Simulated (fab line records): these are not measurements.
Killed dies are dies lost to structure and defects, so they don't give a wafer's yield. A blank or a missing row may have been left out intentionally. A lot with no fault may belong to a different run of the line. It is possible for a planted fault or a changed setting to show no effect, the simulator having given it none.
fab line records ; flow n5Finfet ; part 1 of 2: steps 1 to 3 of 6
record: lots: 24; wafers: 72; lastDay: 20
route steps=1938 shown BEOL_M9@1417 BEOL_M10@1484
lots that met no fault: taken from a fault-free run of the same line
startH: hours from the record's first day to the start of the lot's first wafer shown ; waitH: hours from the lot's prior step to this one ; " the same as in the row above ; L1.1+2: one row covering several wafers at once ; - either no value or no given start ; * or withheld: withheld ; < > ~ a bound
route shown NAME@n: a module of which the file shows steps, and the number in the route of the first ; usual: mean/standard deviation of fault-free wafers ; same: alike in all rows ; chamber/n: place in a boat ; sites: per-site readings ; _std_site: standard deviation across them ; _edge_site: mean of outer sites minus mean of inner sites ; radiusMm: how far each site lies from the wafer's centre ; mask NAME#n: copy n ; behind: the tool/chamber that last shaped the wafer ; hold: cause of the lot's hold/its duration in hours/its outcome ; device: the transistor (n, p or np) that didn't switch ; end of line: the same wafers' tests at the end of the route ; a step with no rows: only its recipe ; killed: dies lost to structure and defects at the first sort, not the wafer's yield ; map: a wafer's dies, marking killed ones x, the rest . and places with no die _
set.NAME: the setting as run; set.NAME@STEP: as run at that earlier step ; model.NAME: the simulator's own value behind a step, which no gauge read
steps of the route over a sample of lots; a table a step, a row a wafer
services: the hour from which a tool's chamber was out of use, counted from the record's first day as startH (under 0 if before that day), plus the number of hours and why
== steps ==
step: N5_BEOL_M9_DESCUM_16
recipe: chemistry: O2; timeS: 7.9; sourcePowerW: 50; biasPowerW: 20; pressureMtorr: 20; rfFrequencyHz: 2.712e+07; tempC: 40; resist: CAR-ArF; o2FlowSccm: 225
usual: drypumpMotorCurrentA: 5.7/0.46; oesProductAu: 0.79/0.079; rfVppV: 243.2/1.5; showerheadPlenumPTorr: 2.09/0.074; throttleValvePct: 20.47/0.21
same: timeS: 7.9
lot.wafer;tool;chamber;startH;waitH;drypumpMotorCurrentA;oesProductAu;rfHoursCounterH;rfVppV;showerheadPlenumPTorr;throttleValvePct
L074.1;rieDiel-03;1;232.86;0.3;6.1;0.70;233;244.5;2.15;20.55
L074.3;rieDiel-03;0;232.86;0.3;4.7;0.82;56;241.5;2.04;20.23
L074.5;rieDiel-03;3;232.86;0.3;5.5;0.89;-;244.3;2.23;20.28
L077.2;rieDiel-03;3;242.31;0.0;5.5;0.88;33;246.3;2.23;20.29
L077.5;rieDiel-03;1;242.31;0.0;6.1;0.71;-;244.2;2.15;20.54
L077.6;rieDiel-03;0;242.31;0.0;4.7;0.81;-;242.5;2.04;20.24
L079.1;rieDiel-06;2;243.51;0.0;6.4;0.74;175;241.4;2.00;20.29
L079.3;rieDiel-06;0;243.51;0.0;5.2;0.91;26;243.5;2.05;20.27
L079.5;rieDiel-06;2;243.51;0.0;6.5;0.74;-;240.4;2.00;20.30
L076.1;rieDiel-02;3;243.98;0.0;5.8;0.77;110;239.9;2.02;20.77
L076.2;rieDiel-02;2;243.98;0.0;6.0;0.73;183;245.4;2.18;20.59
L076.4;rieDiel-02;2;243.98;0.0;6.0;0.72;-;243.5;2.18;20.59
L075.2;rieDiel-02;3;245.71;0.6;5.8;0.77;111;242.4;2.02;20.78
L075.3;rieDiel-02;2;245.71;0.6;6.1;0.73;184;244.2;2.18;20.59
L075.6;rieDiel-02;2;245.71;0.6;6.0;0.73;-;245.5;2.18;20.59
L078.1;rieDiel-06;0;254.68;0.0;5.2;0.91;29;242.2;2.05;20.29
L078.4;rieDiel-06;2;254.68;0.0;6.5;0.73;-;242.0;2.00;20.30
L078.6;rieDiel-06;1;254.68;0.0;5.6;0.70;-;244.7;2.16;20.89
L080.1;rieDiel-03;2;268.81;0.0;5.3;0.95;11;244.5;2.23;20.36
L080.3;rieDiel-03;0;268.81;0.0;4.8;0.81;70;242.3;2.04;20.26
L080.5;rieDiel-03;1;268.81;0.0;6.0;0.70;-;243.2;2.15;20.56
L081.2;rieDiel-02;2;271.61;0.0;6.0;0.72;193;244.1;2.18;20.59
L081.5;rieDiel-02;1;271.61;0.0;6.3;0.89;-;246.0;2.13;20.21
L081.6;rieDiel-02;2;271.61;0.0;6.0;0.72;-;245.3;2.18;20.61
L082.2;rieDiel-02;1;293.33;0.0;6.3;0.87;44;244.5;2.13;20.21
L082.3;rieDiel-02;3;293.33;0.0;5.8;0.75;127;243.3;2.01;20.80
L082.5;rieDiel-02;3;293.33;0.0;5.8;0.75;-;243.1;2.01;20.79
L085.2;rieDiel-02;3;294.05;0.0;5.8;0.75;127;241.1;2.01;20.80
L085.3;rieDiel-02;1;294.05;0.0;6.3;0.86;45;243.9;2.13;20.20
L085.4;rieDiel-02;2;294.05;0.0;6.0;0.71;200;243.3;2.18;20.59
L084.2;rieDiel-02;2;327.40;0.0;6.0;0.71;210;244.4;2.17;20.63
L084.4;rieDiel-02;0;327.40;0.0;5.6;0.84;66;242.3;2.05;20.44
L084.5;rieDiel-02;3;327.40;0.0;5.8;0.74;-;241.3;2.01;20.82
L086.2;rieDiel-06;1;331.34;0.0;5.6;0.68;249;242.5;2.15;20.91
L086.3;rieDiel-06;3;331.34;0.0;5.4;0.67;239;241.7;2.05;20.68
L086.4;rieDiel-06;2;331.34;0.0;6.5;0.71;196;240.3;2.00;20.32
L089.2;rieDiel-06;2;341.95;0.0;6.4;0.72;198;241.7;2.00;20.33
L089.3;rieDiel-06;3;341.95;0.0;5.4;0.67;242;241.7;2.05;20.68
L089.5;rieDiel-06;0;341.95;0.0;5.2;0.87;-;241.8;2.04;20.30
L083.3;rieDiel-02;2;345.78;0.0;6.0;0.70;214;243.9;2.17;20.63
L083.4;rieDiel-02;1;345.78;0.0;6.3;0.85;58;243.5;2.12;20.23
L083.5;rieDiel-02;1;345.78;0.0;6.3;0.84;-;243.9;2.12;20.24
L087.1;rieDiel-02;0;347.53;0.1;5.6;0.83;71;242.7;2.04;20.43
L087.4;rieDiel-02;3;347.53;0.1;5.8;0.73;142;241.3;2.01;20.82
L087.6;rieDiel-02;3;347.53;0.1;5.8;0.74;-;241.7;2.01;20.83
L088.1;rieDiel-02;0;348.17;0.0;5.6;0.83;71;243.1;2.04;20.45
L088.2;rieDiel-02;3;348.17;0.0;5.8;0.74;142;242.9;2.01;20.82
L088.4;rieDiel-02;2;348.17;0.0;6.0;0.70;215;244.3;2.17;20.62
L090.2;rieDiel-03;2;354.89;0.0;5.3;0.88;36;246.0;2.22;20.40
L090.3;rieDiel-03;0;354.89;0.0;4.8;0.78;96;242.3;2.03;20.30
L090.6;rieDiel-03;3;354.89;0.0;5.5;0.84;-;245.2;2.22;20.34
L093.3;rieDiel-03;0;371.56;0.1;4.8;0.77;100;241.5;2.03;20.30
L093.4;rieDiel-03;3;371.56;0.1;5.5;0.84;72;244.7;2.21;20.34
L093.5;rieDiel-03;0;371.56;0.1;4.8;0.78;-;241.8;2.03;20.32
L092.1;rieDiel-02;3;374.06;0.0;5.8;0.72;149;241.8;2.00;20.83
L092.2;rieDiel-02;2;374.06;0.0;6.0;0.69;222;245.3;2.17;20.65
L092.6;rieDiel-02;0;374.06;0.0;5.7;0.83;-;242.5;2.04;20.46
L091.1;rieDiel-02;0;378.87;0.2;5.6;0.82;81;241.4;2.04;20.47
L091.3;rieDiel-02;3;378.87;0.2;5.8;0.74;151;241.5;2.00;20.83
L091.6;rieDiel-02;2;378.87;0.2;6.0;0.70;-;244.9;2.17;20.62
L094.1;rieDiel-02;0;379.42;0.2;5.6;0.82;81;241.8;2.04;20.46
L094.2;rieDiel-02;2;379.42;0.2;6.0;0.70;224;244.9;2.17;20.65
L094.3;rieDiel-02;3;379.42;0.2;5.8;0.73;151;241.2;2.00;20.82
L097.1;rieDiel-03;2;391.75;0.2;5.3;0.87;46;245.6;2.22;20.42
L097.2;rieDiel-03;0;391.75;0.2;4.8;0.76;107;242.2;2.03;20.31
L097.5;rieDiel-03;3;391.75;0.2;5.5;0.82;-;244.2;2.21;20.35
L095.4;rieDiel-02;2;392.51;0.6;6.0;0.69;228;245.3;2.17;20.66
L095.5;rieDiel-02;0;392.51;0.6;5.6;0.82;-;242.2;2.04;20.47
L095.6;rieDiel-02;1;392.51;0.6;6.4;0.84;-;244.1;2.12;20.25
L096.2;rieDiel-06;0;404.32;0.0;5.2;0.85;69;241.5;2.04;20.34
L096.3;rieDiel-06;1;404.32;0.0;5.6;0.99;2;246.2;2.15;20.49
L096.6;rieDiel-06;0;404.32;0.0;5.2;0.84;-;241.9;2.04;20.33
step: N5_BEOL_M9_ETCH_66
recipe: chemistry: N2/H2; target: SOC; targetDepthA: 800; overetchA: 160; maskMaterial: SiARC; tempC: 40; timeS: 120; ionEnergyEv: 200; pressureMtorr: 30; sourceW: 840; biasW: 150; n2FlowSccm: 200; h2FlowSccm: 200
usual: drypumpMotorCurrentA: 5.7/0.46; oesProductAu: 0.61/0.062; rfVppV: 524.0/2.8; showerheadPlenumPTorr: 2.54/0.092; throttleValvePct: 17.80/0.22
same: timeS: 120
lot.wafer;tool;chamber;startH;waitH;drypumpMotorCurrentA;oesProductAu;rfHoursCounterH;rfVppV;showerheadPlenumPTorr;throttleValvePct
L074.1;rieDiel-02;3;237.90;0.0;5.8;0.59;107;521.7;2.46;18.14
L074.3;rieDiel-02;0;237.90;0.0;5.6;0.68;37;521.3;2.48;17.65
L074.5;rieDiel-02;3;237.90;0.0;5.8;0.59;-;521.3;2.46;18.15
L079.1;rieDiel-02;2;244.83;0.0;6.0;0.56;183;527.6;2.63;17.82
L079.3;rieDiel-02;3;244.83;0.0;5.8;0.59;110;521.9;2.46;18.16
L079.5;rieDiel-02;2;244.83;0.0;6.0;0.56;-;526.6;2.63;17.83
L077.2;rieDiel-03;2;245.02;0.0;5.3;0.76;1;528.6;2.71;17.65
L077.5;rieDiel-03;1;245.02;0.0;6.0;0.54;-;526.5;2.61;18.07
L077.6;rieDiel-03;0;245.02;0.0;4.8;0.63;-;523.5;2.48;17.56
L076.1;rieDiel-06;1;245.67;0.0;5.6;0.53;228;525.0;2.62;18.25
L076.2;rieDiel-06;2;245.67;0.0;6.5;0.56;175;520.2;2.42;17.62
L076.4;rieDiel-06;3;245.67;0.0;5.5;0.53;218;521.8;2.52;18.09
L075.2;rieDiel-06;1;247.25;0.0;5.6;0.54;229;525.8;2.62;18.25
L075.3;rieDiel-06;3;247.25;0.0;5.4;0.52;219;521.0;2.52;18.11
L075.6;rieDiel-06;3;247.25;0.0;5.5;0.53;-;523.5;2.52;18.10
L078.1;rieDiel-02;0;258.84;0.0;5.6;0.68;46;523.3;2.48;17.63
L078.4;rieDiel-02;3;258.84;0.0;5.8;0.59;-;521.6;2.46;18.15
L078.6;rieDiel-02;2;258.84;0.0;6.0;0.56;-;527.1;2.62;17.83
L080.1;rieDiel-03;3;270.75;0.0;5.5;0.66;44;528.9;2.70;17.63
L080.3;rieDiel-03;1;270.75;0.0;6.1;0.53;246;525.1;2.61;18.09
L080.5;rieDiel-03;1;270.75;0.0;6.1;0.53;-;525.8;2.61;18.10
L081.2;rieDiel-06;1;273.75;0.0;5.6;0.53;235;525.4;2.62;18.27
L081.5;rieDiel-06;0;273.75;0.0;5.2;0.68;-;523.6;2.48;17.56
L081.6;rieDiel-06;3;273.75;0.0;5.5;0.53;-;523.5;2.52;18.12
L082.2;rieDiel-03;3;295.38;0.0;5.5;0.65;55;527.9;2.70;17.65
L082.3;rieDiel-03;0;295.38;0.0;4.7;0.61;81;521.9;2.47;17.59
L082.5;rieDiel-03;3;295.38;0.0;5.5;0.66;-;528.5;2.70;17.64
L085.2;rieDiel-02;2;295.54;0.0;6.0;0.55;200;525.8;2.62;17.87
L085.3;rieDiel-02;1;295.54;0.0;6.3;0.66;45;525.4;2.58;17.64
L085.4;rieDiel-02;0;295.54;0.0;5.6;0.65;57;522.5;2.47;17.65
L084.2;rieDiel-03;0;330.13;0.0;4.7;0.61;89;522.4;2.47;17.59
L084.4;rieDiel-03;2;330.13;0.0;5.4;0.69;29;528.6;2.70;17.71
L084.5;rieDiel-03;0;330.13;0.0;4.7;0.60;-;520.1;2.46;17.60
L086.2;rieDiel-03;0;333.69;0.0;4.8;0.60;90;522.5;2.46;17.60
L086.3;rieDiel-03;3;333.69;0.0;5.5;0.64;63;529.2;2.69;17.65
L086.4;rieDiel-03;1;333.69;0.0;6.0;0.74;7;527.1;2.60;17.69
L089.2;rieDiel-02;1;343.21;0.0;6.3;0.65;58;523.4;2.58;17.66
L089.3;rieDiel-02;2;343.21;0.0;6.0;0.54;213;527.3;2.61;17.89
L089.5;rieDiel-02;3;343.21;0.0;5.8;0.57;-;520.4;2.45;18.19
L083.3;rieDiel-02;0;346.80;0.0;5.7;0.64;71;522.0;2.47;17.69
L083.4;rieDiel-02;3;346.80;0.0;5.8;0.57;142;519.2;2.45;18.22
L083.5;rieDiel-02;3;346.80;0.0;5.8;0.56;-;519.5;2.45;18.18
L088.1;rieDiel-06;2;349.82;0.0;6.5;0.56;200;519.8;2.41;17.68
L088.2;rieDiel-06;0;349.82;0.0;5.2;0.66;53;521.5;2.47;17.61
L088.4;rieDiel-06;2;349.82;0.0;6.5;0.55;-;519.3;2.41;17.66
L087.1;rieDiel-02;2;350.19;0.0;6.0;0.54;215;528.0;2.61;17.89
L087.4;rieDiel-02;0;350.19;0.0;5.7;0.64;72;521.4;2.47;17.69
L087.6;rieDiel-02;0;350.19;0.0;5.7;0.64;-;522.0;2.47;17.71
L090.2;rieDiel-06;3;355.86;0.0;5.5;0.51;246;522.9;2.51;18.16
L090.3;rieDiel-06;0;355.86;0.0;5.2;0.66;56;523.3;2.47;17.62
L090.6;rieDiel-06;3;355.86;0.0;5.5;0.51;-;522.8;2.51;18.15
L093.3;rieDiel-03;0;372.85;0.0;4.8;0.60;100;520.1;2.46;17.61
L093.4;rieDiel-03;2;372.85;0.0;5.3;0.68;40;528.2;2.70;17.71
L093.5;rieDiel-03;1;372.85;0.0;6.0;0.71;-;526.2;2.60;17.69
L092.1;rieDiel-02;3;378.04;0.0;5.8;0.57;151;520.9;2.44;18.21
L092.2;rieDiel-02;2;378.04;0.0;6.0;0.54;223;527.0;2.61;17.89
L092.6;rieDiel-02;1;378.04;0.0;6.3;0.64;-;523.4;2.57;17.67
L091.1;rieDiel-03;3;383.48;0.0;5.5;0.64;75;528.4;2.69;17.68
L091.3;rieDiel-03;2;383.48;0.0;5.3;0.67;43;527.4;2.69;17.73
L091.6;rieDiel-03;3;383.48;0.0;5.5;0.63;-;528.3;2.69;17.68
L094.1;rieDiel-06;0;383.75;0.0;5.2;0.64;66;523.5;2.47;17.64
L094.2;rieDiel-06;3;383.75;0.0;5.5;0.51;257;522.4;2.51;18.16
L094.3;rieDiel-06;2;383.75;0.0;6.5;0.54;213;521.0;2.41;17.69
L097.1;rieDiel-02;1;393.38;0.0;6.3;0.63;73;524.5;2.57;17.70
L097.2;rieDiel-02;0;393.38;0.0;5.6;0.63;85;522.8;2.46;17.71
L097.5;rieDiel-02;1;393.38;0.0;6.3;0.64;-;526.9;2.57;17.70
L095.4;rieDiel-02;3;394.86;0.0;5.8;0.56;156;521.4;2.44;18.25
L095.5;rieDiel-02;2;394.86;0.0;6.0;0.54;-;525.9;2.61;17.91
L095.6;rieDiel-02;1;394.86;0.0;6.3;0.64;-;524.9;2.57;17.69
L096.2;rieDiel-03;3;406.83;0.0;5.5;0.63;86;528.1;2.68;17.70
L096.3;rieDiel-03;2;406.83;0.0;5.3;0.65;53;528.5;2.69;17.75
L096.6;rieDiel-03;2;406.83;0.0;5.3;0.66;-;528.3;2.69;17.76
step: N5_BEOL_M9_ETCH_41
recipe: chemistry: CH3F/O2; target: SiCN; targetDepthA: 366; taperDeg: 2; timeS: 70.1; ionEnergyEv: 120; maskMaterial: TiN; pressureMtorr: 30; sourceW: 395; biasW: 75; Ar_flow_sccm: 150; CH3F_flow_sccm: 30; O2_flow_sccm: 20
usual: CH3F_flow_sccm: 30.01/0.1; drypumpMotorCurrentA: 5.7/0.45; mfcArSccm: 150.0/0.41; oesProductAu: 0.80/0.084; rfVppV: 297.4/1.6; showerheadPlenumPTorr: 2.00/0.07; throttleValvePct: 16.33/0.23
same: timeS: 70.1
lot.wafer;tool;chamber;startH;waitH;CH3F_flow_sccm;drypumpMotorCurrentA;mfcArSccm;oesProductAu;rfHoursCounterH;rfVppV;showerheadPlenumPTorr;throttleValvePct
L074.1;rieDiel-02;3;-;-;30.08;5.8;150.1;0.78;108;296.6;1.93;16.65
L074.3;rieDiel-02;0;-;-;30.09;5.7;149.9;0.89;37;296.7;1.96;16.19
L074.5;rieDiel-02;3;-;-;30.07;5.8;150.7;0.78;-;296.1;1.93;16.67
L079.1;rieDiel-02;2;-;-;29.86;6.0;149.2;0.73;183;296.3;2.08;16.45
L079.3;rieDiel-02;3;-;-;29.97;5.8;149.7;0.77;111;296.0;1.93;16.67
L079.5;rieDiel-02;2;-;-;30.06;6.0;149.5;0.73;-;298.1;2.08;16.46
L077.2;rieDiel-03;2;-;-;29.97;5.3;150.0;0.99;1;298.9;2.13;16.14
L077.5;rieDiel-03;1;-;-;30.05;6.1;149.8;0.71;-;299.3;2.06;16.50
L077.6;rieDiel-03;0;-;-;30.03;4.8;149.9;0.81;-;295.5;1.96;16.15
L076.1;rieDiel-06;1;-;-;29.71;5.6;151.0;0.70;228;298.1;2.06;16.74
L076.2;rieDiel-06;2;-;-;29.87;6.4;150.0;0.74;175;296.0;1.91;16.22
L076.4;rieDiel-06;3;-;-;30.02;5.5;150.7;0.69;218;295.7;1.99;16.68
L075.2;rieDiel-06;1;-;-;29.81;5.6;149.9;0.69;229;298.0;2.06;16.72
L075.3;rieDiel-06;3;-;-;30.11;5.5;149.9;0.68;219;295.8;1.99;16.68
L075.6;rieDiel-06;3;-;-;30.12;5.4;150.5;0.69;-;297.6;1.99;16.65
L078.1;rieDiel-02;0;-;-;30.04;5.6;150.3;0.87;47;297.4;1.96;16.21
L078.4;rieDiel-02;3;-;-;30.05;5.8;150.3;0.76;-;295.7;1.93;16.67
L078.6;rieDiel-02;2;-;-;29.97;6.0;149.9;0.72;-;298.8;2.08;16.45
L080.1;rieDiel-03;3;-;-;29.86;5.5;149.8;0.88;44;300.8;2.11;16.10
L080.3;rieDiel-03;1;-;-;29.85;6.1;149.9;0.71;246;296.9;2.05;16.52
L080.5;rieDiel-03;1;-;-;30.04;6.1;149.9;0.71;-;300.6;2.05;16.49
L081.2;rieDiel-06;1;-;-;30.10;5.6;150.6;0.69;235;298.6;2.05;16.74
L081.5;rieDiel-06;0;-;-;30.12;5.2;150.8;0.90;-;296.0;1.96;16.14
L081.6;rieDiel-06;3;-;-;30.12;5.4;150.4;0.69;-;297.3;1.98;16.67
L082.2;rieDiel-03;3;-;-;30.10;5.5;149.6;0.85;55;298.9;2.11;16.11
L082.3;rieDiel-03;0;-;-;29.98;4.7;149.9;0.79;81;295.1;1.95;16.19
L082.5;rieDiel-03;3;-;-;29.93;5.5;150.3;0.85;-;299.1;2.11;16.12
L085.2;rieDiel-02;2;-;-;29.88;6.0;150.1;0.71;200;298.1;2.07;16.48
L085.3;rieDiel-02;1;-;-;30.01;6.4;149.7;0.86;45;298.0;2.04;16.08
L085.4;rieDiel-02;0;-;-;29.91;5.6;150.0;0.86;58;296.8;1.95;16.24
L084.2;rieDiel-03;0;-;-;30.07;4.8;150.0;0.79;89;297.5;1.95;16.19
L084.4;rieDiel-03;2;-;-;29.93;5.3;149.5;0.91;29;300.4;2.12;16.19
L084.5;rieDiel-03;0;-;-;29.93;4.8;149.8;0.78;-;294.8;1.95;16.21
L086.2;rieDiel-03;0;-;-;30.02;4.7;150.1;0.78;90;296.0;1.95;16.22
L086.3;rieDiel-03;3;-;-;29.97;5.5;150.0;0.84;63;300.2;2.11;16.14
L086.4;rieDiel-03;1;-;-;30.06;6.0;149.9;0.98;7;298.9;2.05;16.06
L089.2;rieDiel-02;1;-;-;29.96;6.3;150.3;0.85;58;297.4;2.04;16.13
L089.3;rieDiel-02;2;-;-;29.98;6.0;149.1;0.70;213;298.8;2.07;16.50
L089.5;rieDiel-02;3;-;-;30.05;5.8;150.0;0.74;-;297.4;1.92;16.72
L083.3;rieDiel-02;0;-;-;30.00;5.6;149.9;0.84;71;296.2;1.95;16.25
L083.4;rieDiel-02;3;-;-;30.12;5.8;150.4;0.74;142;295.8;1.92;16.72
L083.5;rieDiel-02;3;-;-;30.23;5.8;150.4;0.74;-;296.1;1.92;16.73
L088.1;rieDiel-06;2;-;-;29.90;6.4;150.7;0.71;200;295.2;1.91;16.25
L088.2;rieDiel-06;0;-;-;30.05;5.2;150.0;0.86;54;297.3;1.96;16.19
L088.4;rieDiel-06;2;-;-;30.03;6.4;149.6;0.72;-;297.0;1.91;16.25
L087.1;rieDiel-02;2;-;-;29.98;6.0;150.3;0.71;215;299.1;2.07;16.54
L087.4;rieDiel-02;0;-;-;29.88;5.6;150.2;0.84;72;296.4;1.95;16.24
L087.6;rieDiel-02;0;-;-;29.93;5.6;150.1;0.85;-;295.4;1.95;16.26
L090.2;rieDiel-06;3;-;-;30.08;5.5;150.0;0.67;246;295.7;1.98;16.72
L090.3;rieDiel-06;0;-;-;29.96;5.2;148.9;0.87;56;297.5;1.96;16.17
L090.6;rieDiel-06;3;-;-;30.00;5.4;150.0;0.67;-;296.4;1.98;16.71
L093.3;rieDiel-03;0;-;-;30.12;4.8;149.9;0.77;100;296.0;1.94;16.23
L093.4;rieDiel-03;2;-;-;30.13;5.3;150.1;0.88;40;299.8;2.12;16.22
L093.5;rieDiel-03;1;-;-;30.25;6.0;150.3;0.94;-;297.1;2.05;16.08
L092.1;rieDiel-02;3;-;-;30.11;5.8;149.5;0.74;151;296.6;1.92;16.74
L092.2;rieDiel-02;2;-;-;30.02;6.0;149.8;0.70;223;298.3;2.06;16.54
L092.6;rieDiel-02;1;-;-;30.07;6.3;150.4;0.83;-;297.9;2.03;16.14
L091.1;rieDiel-03;3;-;-;30.15;5.5;149.6;0.82;76;300.7;2.10;16.15
L091.3;rieDiel-03;2;-;-;30.04;5.3;150.6;0.88;43;298.8;2.12;16.21
L091.6;rieDiel-03;3;-;-;30.16;5.5;149.2;0.83;-;299.8;2.10;16.16
L094.1;rieDiel-06;0;-;-;30.03;5.2;149.7;0.85;66;295.9;1.95;16.21
L094.2;rieDiel-06;3;-;-;29.95;5.4;149.8;0.66;257;298.1;1.97;16.75
L094.3;rieDiel-06;2;-;-;29.94;6.5;151.3;0.71;213;295.8;1.90;16.26
L097.1;rieDiel-02;1;-;-;30.10;6.3;149.7;0.83;73;297.1;2.03;16.14
L097.2;rieDiel-02;0;-;-;29.96;5.6;150.0;0.82;86;296.1;1.94;16.28
L097.5;rieDiel-02;1;-;-;30.05;6.3;150.3;0.84;-;298.6;2.03;16.15
L095.4;rieDiel-02;3;-;-;29.77;5.8;150.1;0.73;156;296.8;1.92;16.74
L095.5;rieDiel-02;2;-;-;30.00;6.0;149.8;0.69;-;298.9;2.06;16.53
L095.6;rieDiel-02;1;-;-;30.00;6.3;150.3;0.82;-;297.4;2.03;16.16
L096.2;rieDiel-03;3;-;-;30.04;5.5;150.1;0.81;86;299.5;2.10;16.17
L096.3;rieDiel-03;2;-;-;30.02;5.3;149.5;0.86;53;299.7;2.11;16.24
L096.6;rieDiel-03;2;-;-;30.04;5.3;150.1;0.86;-;299.9;2.11;16.22
